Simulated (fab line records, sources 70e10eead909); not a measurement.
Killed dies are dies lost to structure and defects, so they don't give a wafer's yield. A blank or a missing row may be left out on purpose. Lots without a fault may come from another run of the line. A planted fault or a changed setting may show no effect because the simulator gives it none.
Chamber matching | flow nand_harc | NHARC_A_STAIRCASE_STRIP_476 on rie_diel-07: 4 sister chambers
The step strips in O2, time 20 s. 22 wafers are shown with their chamber, then 11 later ones without.

WAFERS WITH THEIR CHAMBER
wafer  | chamber | showerhead_plenum_p_Torr (Torr) | drypump_motor_current_A (A) | rf_vpp_V (V)
L075.1 | 1       | 3.61                            | 5.0                         | 57.6
L075.2 | 3       | 3.48                            | 5.3                         | 58.2
L075.3 | 2       | 3.65                            | 5.2                         | 58.3
L075.4 | 0       | 3.73                            | 6.1                         | 57.2
L075.5 | 2       | 3.65                            | 5.2                         | 59.0
L075.6 | 1       | 3.61                            | 5.0                         | 57.0
L078.1 | 2       | 3.65                            | 5.3                         | 59.5
L078.4 | 1       | 3.61                            | 5.0                         | 56.2
L078.5 | 0       | 3.73                            | 6.2                         | 58.4
L081.1 | 1       | 3.61                            | 5.0                         | 58.3
L081.2 | 3       | 3.47                            | 5.3                         | 58.5
L081.5 | 1       | 3.61                            | 5.1                         | 58.7
L082.1 | 1       | 3.61                            | 5.0                         | 57.2
L082.3 | 0       | 3.72                            | 6.1                         | 59.0
L082.6 | 1       | 3.61                            | 5.0                         | 58.6
L085.3 | 1       | 3.60                            | 5.0                         | 58.6
L085.5 | 1       | 3.60                            | 5.1                         | 58.0
L085.6 | 0       | 3.72                            | 6.2                         | 57.9
L084.1 | 1       | 3.60                            | 5.0                         | 57.6
L084.2 | 2       | 3.64                            | 5.2                         | 58.8
L084.3 | 0       | 3.72                            | 6.2                         | 58.9
L090.1 | 2       | 3.63                            | 5.2                         | 57.8

SIGNATURES (means of the wafers above)
reading                  | chamber 0 | chamber 1 | chamber 2 | chamber 3 | scatter within a chamber
showerhead_plenum_p_Torr | 3.7240    | 3.6070    | 3.6440    | 3.4750    | 0.00624
drypump_motor_current_A  | 6.160     | 5.020     | 5.220     | 5.300     | 0.0447
rf_vpp_V                 | 58.280    | 57.780    | 58.680    | 58.350    | 0.745
Rule: a wafer's distance from a chamber is the root of the sum, over the readings, of the square of ((its reading less the chamber's mean) divided by the reading's scatter). The wafer belongs to the nearest chamber; if the next one is less than 2 further off, it can't be placed. The scatter: the root of (the sum of the squares of (reading less its chamber's mean) over the shown wafers, divided by (wafers less chambers)).

WAFERS WITHOUT THEIR CHAMBER
wafer  | showerhead_plenum_p_Torr (Torr) | drypump_motor_current_A (A) | rf_vpp_V (V)
L090.2 | 3.70                            | 6.2                         | 57.9
L090.4 | 3.46                            | 5.3                         | 56.8
L092.1 | 3.62                            | 5.3                         | 59.6
L092.3 | 3.45                            | 5.3                         | 56.5
L092.6 | 3.70                            | 6.1                         | 57.5
L095.1 | 3.69                            | 6.1                         | 58.9
L095.3 | 3.58                            | 5.1                         | 57.5
L095.4 | 3.45                            | 5.3                         | 57.6
L096.1 | 3.58                            | 5.0                         | 59.0
L096.3 | 3.45                            | 5.3                         | 57.7
L096.5 | 3.58                            | 5.0                         | 57.9

WHICH CHAMBER EACH WENT THROUGH
wafer  | from the rows above | in truth
L090.2 | 0                   | 0
L090.4 | 3                   | 3
L092.1 | 2                   | 2
L092.3 | 3                   | 3
L092.6 | 0                   | 0
L095.1 | 0                   | 0
L095.3 | 1                   | 1
L095.4 | 3                   | 3
L096.1 | 1                   | 1
L096.3 | 3                   | 3
L096.5 | 1                   | 1
Placed correctly: 11 of 11. Can't be placed from these rows: 0. Placed wrongly: 0.
